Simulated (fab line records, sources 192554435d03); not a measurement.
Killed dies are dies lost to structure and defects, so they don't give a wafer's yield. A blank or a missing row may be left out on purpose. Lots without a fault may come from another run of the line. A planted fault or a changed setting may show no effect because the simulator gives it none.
fab line records | flow n5_finfet | part 2 of 2: steps 5 to 6 of 6
record lots=22 wafers=66 last_day=19
route steps=1938 shown BEOL_M6@1247 BEOL_M7@1263
lots that met no fault: from a run of the same line without faults
start_h: hours from the record's first day to the start of the lot's first wafer shown | wait_h: hours since the lot's step before | " the same as in the row above | L1.1+2: a row that stands for several wafers | - no value, or no start given | * or withheld: withheld | < > ~ a bound
route shown NAME@n: a module of which the file shows steps, and the number in the route of the first | usual: mean/standard deviation of fault-free wafers | same: alike in all rows | chamber/n: place in a boat | sites: the reading at each site | _std_site: their standard deviation | _edge_site: outer sites' mean less inner sites' | radius_mm: how far each site lies from the wafer's centre | mask NAME#n: copy n | behind: the tool/chamber that last shaped the wafer | hold: why the lot was held/for how many hours/how that ended | device: the transistor (n, p or np) that didn't switch | end of line: the same wafers' tests at the end of the route | a step without rows: its recipe alone | killed: dies lost to structure and defects at the first sort, not the wafer's yield | map: a wafer's dies, x killed, . not, _ none there
set.NAME: the setting as run; set.NAME@STEP: as run at that earlier step | model.NAME: the simulator's own value behind a step, which no gauge read
steps of the route over a sample of lots; a table a step, a row a wafer
services: from which hour (start_h, from the record's first day; less than 0 if before it) a tool's chamber was out of use, for how many hours, and why
## steps
# step N5_BEOL_M7_ETCH_66
# recipe chemistry=N2/H2 target=SOC target_depth_a=800 overetch_a=160 mask_material=SiARC temp_c=40 time_s=120 ion_energy_ev=200 pressure_mtorr=30 source_w=840 bias_w=150 n2_flow_sccm=200 h2_flow_sccm=200
# usual drypump_motor_current_A=5.6/0.45 oes_product_au=0.62/0.07 rf_fwd_power_W=835/3.1 rf_vpp_V=525.2/2.3 showerhead_plenum_p_Torr=2.59/0.08 throttle_valve_pct=17.8/0.33
# columns lot.wafer tool chamber start_h wait_h drypump_motor_current_A oes_product_au rf_fwd_power_W rf_hours_counter_h rf_vpp_V showerhead_plenum_p_Torr throttle_valve_pct
L074.2 rie_diel-02 3 213.82 0.0 5.4 0.66 833 42 528.8 2.72 17.8
L074.4 " 3 " " 5.4 0.67 836 - 528.2 2.72 17.8
L074.5 " 0 " " 6.0 0.57 835 - 523.9 2.52 18.0
L075.1 rie_diel-02 1 218.21 0.0 5.9 0.55 832 191 526.7 2.65 18.3
L075.3 " 3 " " 5.4 0.66 839 45 529.7 2.71 17.8
L075.5 " 3 " " 5.4 0.66 835 - 527.5 2.71 17.8
L076.1 rie_diel-05 3 220.70 0.0 5.3 0.51 837 249 520.3 2.52 18.4
L076.2 " 0 " " 6.5 0.55 837 202 526.6 2.61 18.1
L076.6 " 0 " " 6.5 0.55 835 - 527.8 2.61 18.1
L078.1 rie_diel-04 3 220.76 0.0 5.0 0.66 840 39 526.3 2.58 17.4
L078.2 " 2 " " 4.9 0.61 836 98 525.7 2.57 17.7
L078.6 " 3 " " 5.0 0.67 840 - 525.1 2.58 17.4
L077.2 rie_diel-05 1 227.80 0.0 5.5 0.53 833 224 523.4 2.53 18.0
L077.3 " 0 " " 6.5 0.55 834 205 526.6 2.61 18.1
L077.4 " 1 " " 5.5 0.53 836 - 523.0 2.53 18.0
L081.2 rie_diel-02 2 233.93 0.0 5.7 0.73 834 2 521.5 2.50 17.8
L081.3 " 1 " " 5.8 0.55 834 196 527.4 2.65 18.3
L081.5 " 2 " " 5.7 0.74 833 - 523.7 2.50 17.8
L080.1 rie_diel-02 1 239.46 0.0 5.9 0.55 837 198 526.3 2.65 18.3
L080.2 " 2 " " 5.7 0.74 834 4 522.0 2.50 17.8
L080.6 " 3 " " 5.3 0.65 836 - 528.6 2.71 17.8
L079.3 rie_diel-05 2 241.30 0.0 5.8 0.69 837 38 522.6 2.49 17.5
L079.4 " 2 " " 5.8 0.69 837 - 523.6 2.49 17.5
L079.6 " 0 " " 6.5 0.55 834 - 526.7 2.61 18.1
L083.1 rie_diel-02 2 243.84 0.0 5.7 0.73 836 5 524.3 2.50 17.8
L083.2 " 0 " " 6.0 0.56 833 207 524.7 2.52 18.0
L083.3 " 1 " " 5.8 0.55 831 199 525.9 2.65 18.3
L084.1 rie_diel-04 2 262.22 0.0 4.9 0.60 838 111 524.0 2.57 17.7
L084.3 " 3 " " 5.0 0.65 835 52 525.0 2.58 17.4
L084.6 " 0 " " 5.2 0.68 832 - 529.2 2.67 17.2
L085.1 rie_diel-04 2 266.64 0.0 4.9 0.59 836 112 523.3 2.56 17.7
L085.2 " 0 " " 5.3 0.68 833 35 528.0 2.67 17.2
L085.6 " 0 " " 5.3 0.68 832 - 527.5 2.67 17.2
L086.4 rie_diel-02 0 274.25 0.0 6.0 0.56 830 218 523.2 2.51 18.0
L086.5 " 3 " " 5.4 0.65 834 - 528.6 2.71 17.8
L086.6 " 2 " " 5.7 0.71 834 - 523.5 2.50 17.8
L088.2 rie_diel-04 1 279.77 0.0 6.2 0.75 834 3 528.5 2.72 17.8
L088.3 " 2 " " 4.9 0.60 833 118 524.6 2.56 17.7
L088.6 " 2 " " 4.9 0.60 832 - 524.0 2.56 17.7
L087.1 rie_diel-04 2 294.82 0.0 4.9 0.59 836 123 524.8 2.56 17.8
L087.3 " 3 " " 5.0 0.64 837 64 524.8 2.57 17.4
L087.5 " 3 " " 5.0 0.65 839 - 524.3 2.57 17.4
L092.1 rie_diel-05 0 294.99 0.0 6.5 0.53 832 227 526.8 2.60 18.2
L092.4 " 3 " " 5.3 0.71 834 14 523.1 2.51 18.0
L092.5 " 0 " " 6.4 0.53 834 - 525.2 2.60 18.2
L091.1 rie_diel-05 1 301.94 0.0 5.5 0.52 836 249 522.1 2.52 18.1
L091.3 " 0 " " 6.5 0.53 832 230 527.9 2.60 18.2
L091.4 " 2 " " 5.7 0.66 842 56 522.4 2.48 17.5
L090.1 rie_diel-02 1 302.11 0.0 5.9 0.54 832 219 525.9 2.64 18.3
L090.4 " 2 " " 5.7 0.70 834 18 522.4 2.49 17.8
L090.6 " 3 " " 5.4 0.64 841 - 526.7 2.70 17.8
L094.2 rie_diel-05 3 308.49 0.0 5.3 0.70 831 17 522.4 2.51 18.0
L094.5 " 3 " " 5.3 0.70 830 - 522.4 2.51 18.0
L094.6 " 2 " " 5.8 0.66 839 - 521.8 2.48 17.6
L093.1 rie_diel-02 1 308.66 0.0 5.8 0.54 828 220 526.3 2.64 18.3
L093.4 " 2 " " 5.6 0.70 836 19 522.2 2.49 17.8
L093.5 " 2 " " 5.7 0.70 835 - 523.1 2.49 17.8
L095.1 rie_diel-02 1 338.12 0.0 5.9 0.54 832 227 525.4 2.64 18.3
L095.3 " 2 " " 5.7 0.69 833 27 523.5 2.49 17.8
L095.4 " 0 " " 6.0 0.54 834 235 522.2 2.50 18.1
L097.1 rie_diel-02 1 347.69 0.0 5.8 0.53 836 231 527.3 2.63 18.3
L097.2 " 2 " " 5.7 0.67 833 30 521.6 2.49 17.8
L097.5 " 0 " " 6.0 0.54 829 - 522.2 2.50 18.1
L096.4 rie_diel-04 0 365.94 0.0 5.3 0.65 833 64 526.8 2.66 17.2
L096.5 " 1 " " 6.2 0.71 831 - 527.5 2.71 17.9
L096.6 " 0 " " 5.3 0.65 835 - 527.1 2.66 17.2
# step N5_BEOL_M7_TRENCH_ETCH_37
# recipe chemistry=C4F6/O2 target_depth_a=934.78 target=SiCOH_lowk time_s=31.2 ion_energy_ev=250 pressure_mtorr=30 source_w=345 bias_w=185 Ar_flow_sccm=300 C4F6_flow_sccm=10 O2_flow_sccm=10
# usual drypump_motor_current_A=5.6/0.45 mfc_ar_sccm=300.0/1 oes_product_au=0.80/0.098 rf_fwd_power_W=339.7/2.4 rf_vpp_V=669/20 showerhead_plenum_p_Torr=2.90/0.093 throttle_valve_pct=20.9/0.3
# columns lot.wafer tool chamber start_h wait_h drypump_motor_current_A mfc_ar_sccm oes_product_au rf_fwd_power_W rf_hours_counter_h rf_vpp_V showerhead_plenum_p_Torr throttle_valve_pct
L074.2 rie_diel-02 3 - - 5.4 302.0 0.87 342.7 42 673 3.00 20.7
L074.4 " 3 " " 5.4 301.6 0.87 341.7 - 674 3.00 20.7
L074.5 " 0 " " 6.0 300.8 0.72 337.9 - 680 2.83 21.1
L075.1 rie_diel-02 1 - - 5.8 300.7 0.72 336.3 191 659 2.95 21.2
L075.3 " 3 " " 5.4 298.2 0.87 342.6 45 673 3.00 20.7
L075.5 " 3 " " 5.4 300.0 0.88 342.7 - 674 3.00 20.7
L076.1 rie_diel-05 3 - - 5.3 298.7 0.68 337.4 249 657 2.76 21.1
L076.2 " 0 " " 6.5 299.9 0.71 340.6 202 694 2.97 21.4
L076.6 " 0 " " 6.4 299.6 0.70 340.6 - 693 2.97 21.4
L078.1 rie_diel-04 3 - - 5.0 299.5 0.87 342.0 39 681 2.93 20.7
L078.2 " 2 " " 4.9 299.9 0.80 341.4 98 633 2.88 20.9
L078.6 " 3 " " 5.0 300.4 0.87 342.4 - 680 2.93 20.6
L077.2 rie_diel-05 1 - - 5.5 300.4 0.67 342.3 225 660 2.78 20.8
L077.3 " 0 " " 6.5 300.1 0.71 339.0 205 693 2.97 21.4
L077.4 " 1 " " 5.5 299.9 0.67 343.3 - 661 2.78 20.8
L081.2 rie_diel-02 2 - - 5.7 300.2 0.99 334.7 2 652 2.82 21.0
L081.3 " 1 " " 5.8 299.9 0.71 336.7 196 659 2.95 21.2
L081.5 " 2 " " 5.7 298.7 1.00 336.9 - 651 2.82 21.0
L080.1 rie_diel-02 1 - - 5.8 300.7 0.69 336.0 198 658 2.95 21.2
L080.2 " 2 " " 5.7 301.1 0.97 336.9 4 652 2.82 21.0
L080.6 " 3 " " 5.4 300.8 0.86 341.1 - 673 2.99 20.7
L079.3 rie_diel-05 2 - - 5.8 300.0 0.89 342.5 38 648 2.76 20.5
L079.4 " 2 " " 5.8 299.0 0.90 342.2 - 648 2.76 20.5
L079.6 " 0 " " 6.5 298.7 0.71 339.2 - 694 2.97 21.5
L083.1 rie_diel-02 2 - - 5.7 301.4 0.97 338.6 5 651 2.81 21.0
L083.2 " 0 " " 6.0 298.7 0.72 337.1 207 679 2.82 21.1
L083.3 " 1 " " 5.8 298.1 0.70 339.0 199 658 2.94 21.2
L084.1 rie_diel-04 2 - - 4.9 301.0 0.79 340.4 111 633 2.87 20.9
L084.3 " 3 " " 5.0 301.9 0.85 342.6 52 680 2.93 20.7
L084.6 " 0 " " 5.3 299.2 0.89 338.2 - 701 3.00 20.4
L085.1 rie_diel-04 2 - - 4.9 301.1 0.79 343.3 112 633 2.87 20.9
L085.2 " 0 " " 5.3 299.0 0.87 337.9 35 701 3.00 20.4
L085.6 " 0 " " 5.2 299.4 0.87 339.2 - 701 3.00 20.4
L086.4 rie_diel-02 0 - - 6.0 300.2 0.70 337.5 218 680 2.82 21.1
L086.5 " 3 " " 5.4 300.8 0.83 342.4 - 673 2.99 20.7
L086.6 " 2 " " 5.6 300.0 0.94 339.0 - 652 2.81 21.0
L088.2 rie_diel-04 1 - - 6.2 298.9 1.00 338.0 3 693 3.07 21.1
L088.3 " 2 " " 4.9 301.1 0.78 341.1 118 633 2.87 20.9
L088.6 " 2 " " 4.9 299.6 0.78 338.1 - 632 2.87 20.9
L087.1 rie_diel-04 2 - - 4.9 300.0 0.78 338.9 123 631 2.87 20.9
L087.3 " 3 " " 5.0 299.2 0.83 342.4 64 680 2.92 20.7
L087.5 " 3 " " 5.0 299.3 0.83 342.6 - 679 2.92 20.7
L092.1 rie_diel-05 0 - - 6.5 299.7 0.69 339.3 227 693 2.96 21.5
L092.4 " 3 " " 5.3 301.8 0.91 337.1 14 656 2.76 20.8
L092.5 " 0 " " 6.4 301.6 0.69 339.0 - 693 2.96 21.5
L091.1 rie_diel-05 1 - - 5.5 299.5 0.66 340.4 249 660 2.77 20.8
L091.3 " 0 " " 6.5 299.1 0.69 340.1 230 692 2.96 21.5
L091.4 " 2 " " 5.7 299.0 0.87 342.8 56 649 2.75 20.5
L090.1 rie_diel-02 1 - - 5.9 300.2 0.68 337.1 219 659 2.94 21.2
L090.4 " 2 " " 5.7 299.8 0.92 337.2 18 653 2.81 21.0
L090.6 " 3 " " 5.4 298.9 0.83 344.2 - 674 2.98 20.7
L094.2 rie_diel-05 3 - - 5.3 300.4 0.91 336.4 17 656 2.76 20.8
L094.5 " 3 " " 5.3 301.0 0.91 338.1 - 656 2.76 20.8
L094.6 " 2 " " 5.8 299.9 0.86 341.7 - 647 2.75 20.6
L093.1 rie_diel-02 1 - - 5.8 299.1 0.69 337.2 220 657 2.93 21.3
L093.4 " 2 " " 5.6 299.9 0.92 338.1 19 651 2.81 21.0
L093.5 " 2 " " 5.6 300.0 0.91 338.6 - 650 2.81 21.0
L095.1 rie_diel-02 1 - - 5.9 300.6 0.68 336.6 227 658 2.93 21.3
L095.3 " 2 " " 5.7 300.7 0.90 337.8 27 652 2.81 21.1
L095.4 " 0 " " 6.0 299.6 0.69 337.8 235 680 2.81 21.2
L097.1 rie_diel-02 1 - - 5.9 301.3 0.68 339.7 231 657 2.93 21.3
L097.2 " 2 " " 5.7 300.4 0.91 337.2 30 650 2.80 21.1
L097.5 " 0 " " 6.0 298.8 0.69 337.5 - 677 2.81 21.1
L096.4 rie_diel-04 0 - - 5.2 300.7 0.84 337.9 64 700 2.99 20.5
L096.5 " 1 " " 6.2 294.9 0.92 336.4 - 691 3.06 21.2
L096.6 " 0 " " 5.3 300.1 0.84 337.5 - 701 2.99 20.5
## services
# columns tool chamber start_h hours kind
rie_diel-04 1 190.80 1.3 repair
pecvd-01 0 196.20 4.1 repair
rie_diel-02 2 204.99 - clean
rie_diel-02 2 204.99 - consumable_replace:focus_ring
rie_diel-02 2 204.99 19.7 scheduled_down
rie_diel-02 2 204.99 19.7 vent_cycle
rie_diel-05 3 222.62 - clean
rie_diel-05 3 222.62 - consumable_replace:focus_ring
rie_diel-05 3 222.62 24.3 scheduled_down
rie_diel-05 3 222.62 24.3 vent_cycle
pecvd-04 1 225.77 26.1 repair
rie_diel-05 - 229.87 0.2 repair
pecvd-02 - 256.38 0.4 repair
pecvd-01 - 262.33 14.6 pm
rie_diel-02 2 266.68 5.1 repair
rie_diel-05 1 305.69 - clean
rie_diel-05 1 305.69 - consumable_replace:focus_ring
rie_diel-05 1 305.69 27.6 scheduled_down
pecvd-02 2 316.73 9.6 repair
rie_diel-05 - 319.34 2.8 pm
rie_diel-04 0 324.21 1.2 repair
rie_diel-02 - 330.92 3.4 repair
pecvd-02 2 347.48 3.2 repair
pvd_sputter-01 - 354.49 2.5 repair
